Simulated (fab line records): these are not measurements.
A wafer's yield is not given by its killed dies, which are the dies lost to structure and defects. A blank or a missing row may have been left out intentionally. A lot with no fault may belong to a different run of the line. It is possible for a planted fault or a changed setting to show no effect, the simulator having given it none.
fab line records    flow n5_finfet    part 2 of 2: steps 20 to 28 of 28
record: lots: 5  wafers: 15  last_day: 17
route steps=1938 shown BEOL_M13@1690 BEOL_M14@1716
lots with no fault: from the same line, run without faults
start_h: start of the lot's first displayed wafer, in hours after the record's first day    wait_h: hours elapsed since this lot's preceding step    " the same as in the row above    L1.1+2: several wafers, shown together as one row    - no value present, or no start provided    * or withheld: withheld    < > ~ a bound
route shown NAME@n: names a module that has steps shown in the file, with the first one's number in the route    usual: mean/standard deviation of fault-free wafers    same: alike in all rows    chamber/n: place in a boat    sites: per-site readings    _std_site: standard deviation across them    _edge_site: outer sites' mean less inner sites'    radius_mm: for every site, how far away it sits from the centre of the wafer    mask NAME#n: copy n    behind: tool/chamber where the wafer was last shaped    hold: reason for holding the lot/hours on hold/outcome of the hold    device: whichever transistor did not switch (one of n, p or np)    end of line: at the end of the route, the tests of the same wafers    a step without rows: its recipe alone    killed: dies lost to structure and defects at the first sort, not the wafer's yield    map: a wafer's dies, marking killed ones x, the rest . and places with no die _
set.NAME: the setting the step ran with; set.NAME@STEP: the setting that earlier step ran with    model.NAME: the simulator's own value behind a step, which no gauge read
a table for each step, a row for each wafer; lots at some steps of the route
services: when a tool's chamber went out of use (start_h, in hours from the record's first day, below 0 if earlier), for how many hours, and the reason
== steps ==
step: N5_BEOL_M13_ANNEAL_48
recipe: temp_c: 225  time_s: 90  ambient: N2
usual: wafer_temp_C_max: 225.9/0.35
same: time_s: 90
lot.wafer  tool           chamber  start_h  wait_h  wafer_temp_C_max
L076.1     rtp_anneal-02  0        257.67   0.4     226.2
L076.3     "              0        "        "       226.1
L076.4     "              0        "        "       226.6
L082.3     rtp_anneal-02  0        285.13   0.2     225.9
L082.4     "              0        "        "       225.9
L082.5     "              0        "        "       225.7
L088.2     rtp_anneal-01  0        328.52   0.2     225.5
L088.4     "              0        "        "       225.8
L088.5     "              0        "        "       225.7
L091.1     rtp_anneal-02  0        336.10   0.1     225.9
L091.2     "              0        "        "       226.3
L091.3     "              0        "        "       226.2
L097.3     rtp_anneal-01  0        380.76   0.2     226.1
L097.4     "              0        "        "       225.5
L097.5     "              0        "        "       225.8
step: N5_BEOL_M13_CMP_49
recipe: stop_on: SiOC  t_overpolish_s: 17.1  down_force_psi: 1  platen_rpm: 50  clearing_platen_down_force_psi: 1.5  clearing_platen_rpm: 50  post_cmp_clean: cu_alkaline  target_thk_nm: 420  clearing_platen_pad_velocity_m_s: 0.99484  pad_velocity_m_s: 0.99484
usual: barrier_field_endpoint_s: 30.7/1.1  edge_zone_pressure_frac: 1.000/0.0052  motor_current_A: 6.2/0.42  overpolish_run_s: 17.099/0.0089  slurry_filter_dp_kPa: 13.51/0.13
lot.wafer  tool    chamber  start_h  wait_h  barrier_field_endpoint_s  edge_zone_pressure_frac  motor_current_A  overpolish_run_s  slurry_filter_dp_kPa
L076.1     cmp-04  2        257.97   0.3     29.0                      1.000                    6.6              17.090            13.24
L076.3     "       3        "        "       31.4                      0.995                    6.0              17.106            13.32
L076.4     "       1        "        "       32.6                      1.002                    6.2              17.086            13.54
L082.4     cmp-04  3        285.35   0.1     29.3                      1.002                    5.9              17.097            13.65
L082.3     "       0        "        "       30.6                      0.997                    6.3              17.102            13.46
L082.5     "       3        "        "       29.4                      0.999                    6.0              17.086            13.64
L088.2     cmp-03  3        328.85   0.3     30.7                      1.001                    5.9              17.092            13.45
L088.4     "       0        "        "       32.1                      1.001                    5.8              17.107            13.38
L088.5     "       1        "        "       31.1                      0.997                    6.9              17.084            13.40
L091.1     cmp-02  0        336.40   0.3     31.3                      0.995                    6.3              17.107            13.44
L091.2     "       1        "        "       32.7                      1.007                    6.2              17.106            13.59
L091.3     "       3        "        "       30.9                      1.004                    6.4              17.095            13.46
L097.4     cmp-02  3        380.97   0.1     30.6                      1.009                    6.3              17.103            13.56
L097.3     "       0        "        "       30.3                      1.012                    6.5              17.090            13.76
L097.5     "       3        "        "       30.2                      1.003                    5.9              17.083            13.27
step: N5_BEOL_M13_THK_MEAS_50
recipe: thk_meas_gauge: xrf  reads: Cu_of_BEOL_M13_ECD_47
usual: M13_THK: 425/8.7
lot.wafer  tool           chamber  start_h  wait_h  M13_THK[nm]
L076.1     film_metro-01  -        258.26   -       424
L076.3     "              -        "        "       417
L076.4     "              -        "        "       438
L082.3     film_metro-01  -        285.65   -       434
L082.4     "              -        "        "       426
L082.5     "              -        "        "       419
L088.2     film_metro-01  -        329.07   -       429
L088.4     "              -        "        "       430
L088.5     "              -        "        "       429
L091.1     film_metro-01  -        336.69   -       429
L091.2     "              -        "        "       443
L091.3     "              -        "        "       417
L097.3     film_metro-02  -        381.26   -       433
L097.4     "              -        "        "       414
L097.5     "              -        "        "       435
step: N5_BEOL_M13_PRE_CLEAN_52
recipe: gas: NH3  time_s: 15  temp_c: withheld  rf_power_w: 300
same: time_s: 15
lot.wafer   tool      chamber  start_h  wait_h
L076.1+3+4  pecvd-01  0,1,0    258.30   0.0
L082.3+4+5  pecvd-03  0,1,0    285.68   0.0
L088.2+4+5  pecvd-01  1,2,0    329.10   0.0
L091.1+2+3  pecvd-02  2,1,0    336.73   0.0
L097.3+4+5  pecvd-03  1,1,2    381.30   0.0
step: N5_BEOL_M13_DEP_53
recipe: material: SiCN  target_thk_a: 500  temp_c: withheld  precursor: 3MS/NH3  pressure_torr: 3  rf_w: 675  time_s: 17.8
usual: showerhead_plenum_p_Torr: 4.156/0.012  throttle_valve_pct: 18.5/1.2
same: time_s: 17.8
lot.wafer  tool      chamber  start_h  wait_h  showerhead_plenum_p_Torr  throttle_valve_pct
L076.1     pecvd-01  0        258.33   0.0     4.148                     17.7
L076.3     "         1        "        "       4.160                     16.7
L076.4     "         0        "        "       4.145                     17.7
L082.3     pecvd-03  0        285.71   0.0     4.149                     18.5
L082.4     "         1        "        "       4.143                     20.4
L082.5     "         0        "        "       4.154                     18.1
L088.2     pecvd-01  1        329.13   0.0     4.164                     16.8
L088.4     "         2        "        "       4.157                     18.2
L088.5     "         0        "        "       4.148                     17.8
L091.1     pecvd-02  2        336.75   0.0     4.159                     19.2
L091.2     "         1        "        "       4.148                     18.5
L091.3     "         0        "        "       4.160                     20.7
L097.3     pecvd-03  1        381.33   0.0     4.123                     20.0
L097.4     "         1        "        "       4.148                     20.4
L097.5     "         2        "        "       4.170                     17.6
step: N5_BEOL_M13_RS_MEAS_54
recipe: thk_meas_gauge: four-point-probe  reads: Cu_of_BEOL_M13_ECD_47+Ta_of_BEOL_M13_SPUTTER_44+TaN_of_BEOL_M13_SPUTTER_43
usual: M13_RS: 0.0448/0.00088
lot.wafer  tool           chamber  start_h  wait_h  M13_RS[ohm/sq]
L076.1     film_metro-01  -        258.39   0.0     0.0452
L076.3     "              -        "        "       0.0459
L076.4     "              -        "        "       0.0439
L082.3     film_metro-01  -        285.78   0.1     0.0437
L082.4     "              -        "        "       0.0446
L082.5     "              -        "        "       0.0455
L088.2     film_metro-01  -        329.19   0.1     0.0442
L088.4     "              -        "        "       0.0443
L088.5     "              -        "        "       0.0440
L091.1     film_metro-01  -        336.82   0.0     0.0448
L091.2     "              -        "        "       0.0435
L091.3     "              -        "        "       0.0459
L097.3     film_metro-02  -        381.39   0.1     0.0432
L097.4     "              -        "        "       0.0452
L097.5     "              -        "        "       0.0431
step: N5_BEOL_M13_INSPECT_55
recipe: inspect_instrument: darkfield  mode: post_dep
usual: raw_defect_count: 66/23
lot.wafer  tool               chamber  start_h  wait_h  raw_defect_count
L076.1     defect_inspect-02  -        258.42   0.0     53
L076.3     "                  -        "        "       53
L076.4     "                  -        "        "       43
L082.3     defect_inspect-01  -        285.80   0.0     116
L082.4     "                  -        "        "       71
L082.5     "                  -        "        "       72
L088.2     defect_inspect-01  -        329.22   0.0     62
L088.4     "                  -        "        "       65
L088.5     "                  -        "        "       43
L091.1     defect_inspect-02  -        336.84   0.0     58
L091.2     "                  -        "        "       44
L091.3     "                  -        "        "       35
L097.3     defect_inspect-02  -        381.42   0.0     90
L097.4     "                  -        "        "       74
L097.5     "                  -        "        "       65
step: N5_BEOL_M14_ILD_DEP_00
recipe: material: SiO2  target_thk_a: 11193  temp_c: 400  precursor: TEOS/O2  pressure_torr: 6.5  rf_w: 900  teos_flow_sccm: 161.4  gas: O2  flow_sccm: 2650  time_s: 237.4
usual: heater_power_w: 504/110  showerhead_plenum_p_Torr: 8.337/0.029  throttle_valve_pct: 18.6/1.2
same: time_s: 237.4
lot.wafer  tool      chamber  start_h  wait_h  heater_power_w  showerhead_plenum_p_Torr  throttle_valve_pct
L076.1     pecvd-03  1        258.46   0.0     463             8.292                     20.9
L076.3     "         2        "        "       453             8.375                     17.8
L076.4     "         2        "        "       354             8.340                     18.0
L082.3     pecvd-04  1        285.84   0.0     350             8.301                     18.9
L082.4     "         1        "        "       403             8.310                     19.2
L082.5     "         2        "        "       444             8.390                     17.7
L088.2     pecvd-04  0        329.26   0.0     704             8.333                     17.4
L088.4     "         1        "        "       429             8.269                     18.9
L088.5     "         0        "        "       749             8.326                     17.5
L091.1     pecvd-03  2        336.88   0.0     397             8.357                     17.8
L091.2     "         0        "        "       508             8.323                     19.0
L091.3     "         1        "        "       465             8.315                     20.9
L097.3     pecvd-03  2        381.45   0.0     429             8.353                     17.9
L097.4     "         1        "        "       377             8.314                     20.9
L097.5     "         2        "        "       458             8.358                     18.2
step: N5_BEOL_M14_THK_MEAS_01
recipe: reads: SiO2_of_BEOL_M14_ILD_DEP_00
usual: M14_ILD_THK: 1118/18
lot.wafer  tool           chamber  start_h  wait_h  M14_ILD_THK[nm]
L076.1     film_metro-01  -        258.65   0.1     1097
L076.3     "              -        "        "       1128
L076.4     "              -        "        "       1138
L082.3     film_metro-01  -        286.03   0.1     1090
L082.4     "              -        "        "       1119
L082.5     "              -        "        "       1138
L088.2     film_metro-01  -        329.45   0.1     1107
L088.4     "              -        "        "       1102
L088.5     "              -        "        "       1126
L091.1     film_metro-01  -        337.07   0.1     1128
L091.2     "              -        "        "       1126
L091.3     "              -        "        "       1078
L097.3     film_metro-01  -        381.65   0.1     1130
L097.4     "              -        "        "       1115
L097.5     "              -        "        "       1138
== services ==
tool             chamber  start_h  hours  kind
rie_diel-02      3        229.20   1.3    repair
cmp-02           -        230.18   2.6    repair
cmp-04           -        231.46   1.4    repair
pecvd-04         -        234.31   0.6    repair
pecvd-03         1        237.13   6.8    repair
rie_diel-03      0        237.94   16.9   repair
pecvd-01         0        245.86   8.9    repair
ecd_cu-02        -        272.62   4.4    pm
cmp-02           -        277.69   4.0    pm
cmp-02           -        286.86   1.4    repair
cmp-04           -        293.85   7.3    pm
ecd_cu-01        -        305.05   3.3    repair
cmp-04           -        306.09   0.8    repair
cmp-04           -        307.92   2.7    repair
plasma_asher-02  -        310.69   15.2   repair
pecvd-02         -        322.09   5.5    pm
ecd_cu-02        -        322.89   4.8    repair
rie_diel-02      2        343.65   3.2    repair
ecd_cu-02        -        356.93   2.4    repair
pecvd-03         0        359.27   7.5    repair
pvd_sputter-03   -        366.40   10.0   repair
rie_diel-03      1        367.60   2.7    repair
rie_diel-02      0        372.38   12.3   repair
pecvd-01         -        375.46   7.3    repair
